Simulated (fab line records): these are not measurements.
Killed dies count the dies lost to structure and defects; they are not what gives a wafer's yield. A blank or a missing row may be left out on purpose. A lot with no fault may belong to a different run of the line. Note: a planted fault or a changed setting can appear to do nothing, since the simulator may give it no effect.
Which tool did it? | flow n5-finfet | Sampling: 12 lots, 36 wafers, 4 of 1938 route steps

== WHAT THE GAUGES SHOWED, per wafer ==
N5_BEOL_M11_CD_MEAS_11: target cd 64.1 nm.
lot  | measured     | on        | cd-nm (nm)
L074 | day 10 18:25 | cd-sem-01 | 64.0 63.9 64.3
L078 | day 11 02:08 | cd-sem-03 | 63.8 63.3 63.3
L076 | day 11 13:32 | cd-sem-03 | 64.4 64.3 63.4
L080 | day 11 17:53 | cd-sem-03 | 62.9 64.1 63.1
L083 | day 12 12:10 | cd-sem-02 | 64.9 64.0 64.0
L085 | day 13 06:16 | cd-sem-01 | 63.6 63.6 64.8
L088 | day 13 14:43 | cd-sem-03 | 63.2 63.1 63.1
L089 | day 14 01:46 | cd-sem-01 | 63.5 64.4 64.0
L090 | day 14 10:20 | cd-sem-03 | 63.8 63.8 63.4
L092 | day 15 02:00 | cd-sem-02 | 63.7 62.7 64.1
L095 | day 15 09:40 | cd-sem-01 | 65.2 64.3 64.7
L097 | day 16 01:27 | cd-sem-02 | 65.0 63.8 64.1

== TOOL THAT RAN EACH LOT (tool first, then ch and the chambers of the sampled wafers, then the start) ==
lot  | N5_BEOL_M10_CURE_71           | N5_BEOL_M10_ETCH_41                           | N5_BEOL_M10_ANNEAL_51
L074 | uv-cure-02 ch 2, day 10 06:56 | rie-diel-05 ch 0,1,3, day 10 15:10 or earlier | rtp-anneal-01 ch 0, day 10 15:10
L078 | uv-cure-02 ch 2, day 10 15:42 | rie-diel-01 ch 1,2, day 10 22:34 or earlier   | rtp-anneal-01 ch 0, day 10 22:34
L076 | uv-cure-03 ch 0, day 11 00:20 | rie-diel-01 ch 0,1,3, day 11 10:34 or earlier | rtp-anneal-01 ch 0, day 11 10:34
L080 | uv-cure-02 ch 0, day 11 08:43 | rie-diel-03 ch 1,2,3, day 11 15:25 or earlier | rtp-anneal-01 ch 0, day 11 15:25
L083 | uv-cure-03 ch 2, day 11 23:06 | rie-diel-05 ch 0,1,3, day 12 06:59 or earlier | rtp-anneal-01 ch 0, day 12 06:59
L085 | uv-cure-01 ch 0, day 12 18:48 | rie-diel-05 ch 0,1,2, day 13 00:52 or earlier | rtp-anneal-01 ch 0, day 13 00:52
L088 | uv-cure-02 ch 0, day 13 03:32 | rie-diel-03 ch 1,2,3, day 13 10:29 or earlier | rtp-anneal-01 ch 0, day 13 10:29
L089 | uv-cure-01 ch 0, day 13 12:25 | rie-diel-03 ch 0,2,3, day 13 22:56 or earlier | rtp-anneal-01 ch 0, day 13 22:56
L090 | uv-cure-02 ch 0, day 14 00:30 | rie-diel-03 ch 0,1, day 14 06:01 or earlier   | rtp-anneal-02 ch 0, day 14 06:01
L092 | uv-cure-01 ch 1, day 14 16:04 | rie-diel-05 ch 0,3, day 15 00:01 or earlier   | rtp-anneal-01 ch 0, day 15 00:01
L095 | uv-cure-02 ch 1, day 15 01:14 | rie-diel-05 ch 0,2, day 15 06:14 or earlier   | rtp-anneal-02 ch 0, day 15 06:14
L097 | uv-cure-02 ch 0, day 15 12:02 | rie-diel-05 ch 0,2, day 15 19:12 or earlier   | rtp-anneal-01 ch 0, day 15 19:12
- N5_BEOL_M10_CURE_71: cures SiCOH lowk, time 240 s.
- N5_BEOL_M10_ETCH_41: etches SiCN in CH3F/O2, target depth 42.6 nm, time 86 s.
- N5_BEOL_M10_ANNEAL_51: time 90 s.

== THE ANSWER, worked out from the rows above alone ==
Rule: the usual values come from the lots themselves. Put in order of their means at a reading, lots are off if they are a third of the lots or fewer, leave a main group of 4 or more, and stand apart from it by a gap of 3 or more times the standard deviation of the main group's means; of several such gaps the widest counts. If all means in a main group match to the digits the tables above print for the reading, that group is not used. Also off: a lot with no number at a reading for which 4 or more lots have one. The other lots that the step has rows for count as sound.
No lot is off at any reading shown: from this, nothing can be told.

== WHAT THE SIMULATOR HAD PUT IN ==
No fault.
